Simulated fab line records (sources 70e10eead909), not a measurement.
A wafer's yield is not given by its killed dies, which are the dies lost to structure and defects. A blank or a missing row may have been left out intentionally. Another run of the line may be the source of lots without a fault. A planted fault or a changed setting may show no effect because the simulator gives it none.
What tool caused it? / flow nand-harc / 12 lots, 36 wafers sampled, at 2 steps of a route of 1302

## WHAT THE GAUGES SHOWED, per wafer
NHARC_P_STI_INSPECT_11.
lot=L075; measured=day 3 01:23; on=defect-inspect-01; raw-defect-count=8 5 6
lot=L077; measured=day 4 00:22; on=defect-inspect-01; raw-defect-count=8 2 3
lot=L079; measured=day 4 21:46; on=defect-inspect-01; raw-defect-count=8 5 6
lot=L081; measured=day 5 16:25; on=defect-inspect-02; raw-defect-count=4 7 2
lot=L083; measured=day 6 12:50; on=defect-inspect-02; raw-defect-count=5 2 2
lot=L085; measured=day 7 09:13; on=defect-inspect-02; raw-defect-count=3 3 4
lot=L087; measured=day 8 01:40; on=defect-inspect-02; raw-defect-count=10 7 10
lot=L089; measured=day 9 01:21; on=defect-inspect-01; raw-defect-count=7 5 6
lot=L091; measured=day 9 20:02; on=defect-inspect-02; raw-defect-count=5 5 14
lot=L093; measured=day 10 17:31; on=defect-inspect-02; raw-defect-count=9 6 4
lot=L095; measured=day 11 14:02; on=defect-inspect-02; raw-defect-count=8 6 9
lot=L097; measured=day 12 10:32; on=defect-inspect-01; raw-defect-count=5 7 6

## TOOL THAT RAN EACH LOT (tool first, then ch and the chambers of the sampled wafers, then the start)
lot=L075; NHARC_P_ZERO_WELL_RTA_42=rtp-anneal-02 ch 0, day 2 12:53
lot=L077; NHARC_P_ZERO_WELL_RTA_42=rtp-anneal-01 ch 0, day 3 09:04
lot=L079; NHARC_P_ZERO_WELL_RTA_42=rtp-anneal-01 ch 0, day 4 04:59
lot=L081; NHARC_P_ZERO_WELL_RTA_42=rtp-anneal-01 ch 0, day 5 00:46
lot=L083; NHARC_P_ZERO_WELL_RTA_42=rtp-anneal-01 ch 0, day 5 21:09
lot=L085; NHARC_P_ZERO_WELL_RTA_42=rtp-anneal-01 ch 0, day 6 16:58
lot=L087; NHARC_P_ZERO_WELL_RTA_42=rtp-anneal-01 ch 0, day 7 12:51
lot=L089; NHARC_P_ZERO_WELL_RTA_42=rtp-anneal-02 ch 0, day 8 09:25
lot=L091; NHARC_P_ZERO_WELL_RTA_42=rtp-anneal-01 ch 0, day 9 04:53
lot=L093; NHARC_P_ZERO_WELL_RTA_42=rtp-anneal-02 ch 0, day 10 00:55
lot=L095; NHARC_P_ZERO_WELL_RTA_42=rtp-anneal-01 ch 0, day 10 20:47
lot=L097; NHARC_P_ZERO_WELL_RTA_42=rtp-anneal-02 ch 0, day 11 17:17
- NHARC_P_ZERO_WELL_RTA_42: time 300 s.

## THE ANSWER, worked out from the rows above alone
Rule: the usual values come from the lots themselves. The widest of any qualifying gaps counts: lots, ordered by their means at a reading, are off when they make up no more than a third of the lots, leave a main group of 4 or more, and stand apart from it by 3 or more times the standard deviation of that group's means. If all means in a main group match to the digits the tables above print for the reading, that group is not used. A lot without any number at a reading at which 4 lots or more have one is off too. The other lots that the step has rows for count as sound.
No lot is off on any of the readings shown, so nothing can be concluded from this.

## WHAT THE SIMULATOR HAD INSERTED
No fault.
